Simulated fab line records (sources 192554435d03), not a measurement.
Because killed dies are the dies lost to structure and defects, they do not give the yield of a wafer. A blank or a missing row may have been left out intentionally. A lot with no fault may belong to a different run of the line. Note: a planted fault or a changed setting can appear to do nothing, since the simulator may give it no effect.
Which tool was responsible? / flow n5 finfet / Sampling: 10 lots, 27 wafers, 2 of 1938 route steps

== WHAT THE GAUGES SHOWED, per wafer ==
N5_BEOL_M11_OVL_MEAS_29.
lot=L278; measured=day 10 16:50; on=overlay-02; V10_OVL (nm)=0.4 -0.7 0.2
lot=L277; measured=day 10 18:43; on=overlay-01; V10_OVL (nm)=0.4 -0.5 0.6
lot=L276; measured=day 10 21:37; on=overlay-02; V10_OVL (nm)=-0.4 -0.6 -0.8
lot=L282; measured=day 11 17:26; on=overlay-02; V10_OVL (nm)=-0.2 0.5 0.7
lot=L285; measured=day 12 23:38; on=overlay-02; V10_OVL (nm)=0.8 0.1
lot=L284; measured=day 12 23:50; on=overlay-02; V10_OVL (nm)=1.2 0.2 0.8
lot=L287; measured=day 13 09:13; on=overlay-01; V10_OVL (nm)=-0.5 -1.0
lot=L291; measured=day 15 06:27; on=overlay-01; V10_OVL (nm)=0.0 1.1 -0.4
lot=L290; measured=day 15 06:43; on=overlay-02; V10_OVL (nm)=0.3 0.4
lot=L299; measured=day 16 20:59; on=overlay-02; V10_OVL (nm)=-0.5 0.3 0.2

== TOOL THAT RAN EACH LOT (tool first, then ch and the chambers of the sampled wafers, then the start) ==
lot=L278; N5_BEOL_M11_DESCUM_16=rie diel-02 ch 0,1,2, day 10 13:30
lot=L277; N5_BEOL_M11_DESCUM_16=rie diel-02 ch 0,1, day 10 17:48
lot=L276; N5_BEOL_M11_DESCUM_16=rie diel-06 ch 1,2, day 10 17:49
lot=L282; N5_BEOL_M11_DESCUM_16=rie diel-04 ch 0,1,2, day 11 16:01
lot=L285; N5_BEOL_M11_DESCUM_16=rie diel-02 ch 2,3, day 12 22:23
lot=L284; N5_BEOL_M11_DESCUM_16=rie diel-06 ch 2,3, day 12 22:52
lot=L287; N5_BEOL_M11_DESCUM_16=rie diel-02 ch 0,1, day 13 06:42
lot=L291; N5_BEOL_M11_DESCUM_16=rie diel-02 ch 0,1, day 15 05:08
lot=L290; N5_BEOL_M11_DESCUM_16=rie diel-04 ch 3, day 15 05:48
lot=L299; N5_BEOL_M11_DESCUM_16=rie diel-06 ch 0,1,2, day 16 19:52
- N5_BEOL_M11_DESCUM_16: chemistry O2, time 7.9 s.

== THE ANSWER, worked out from the rows above alone ==
Rule: usual is defined by the lots themselves. Put in order of their means at a reading, lots are off if they are a third of the lots or fewer, leave a main group of 4 or more, and stand apart from it by a gap of 3 or more times the standard deviation of the main group's means; of several such gaps the widest counts. A main group whose means are all the same, to the digits that the tables above print for the reading, isn't used. Also off: a lot with no number at a reading for which 4 or more lots have one. Where the step has rows for the other lots, those lots are counted as sound.
None of the lots is off at any reading shown; this tells nothing.

== WHAT WAS PUT IN BY THE SIMULATOR ==
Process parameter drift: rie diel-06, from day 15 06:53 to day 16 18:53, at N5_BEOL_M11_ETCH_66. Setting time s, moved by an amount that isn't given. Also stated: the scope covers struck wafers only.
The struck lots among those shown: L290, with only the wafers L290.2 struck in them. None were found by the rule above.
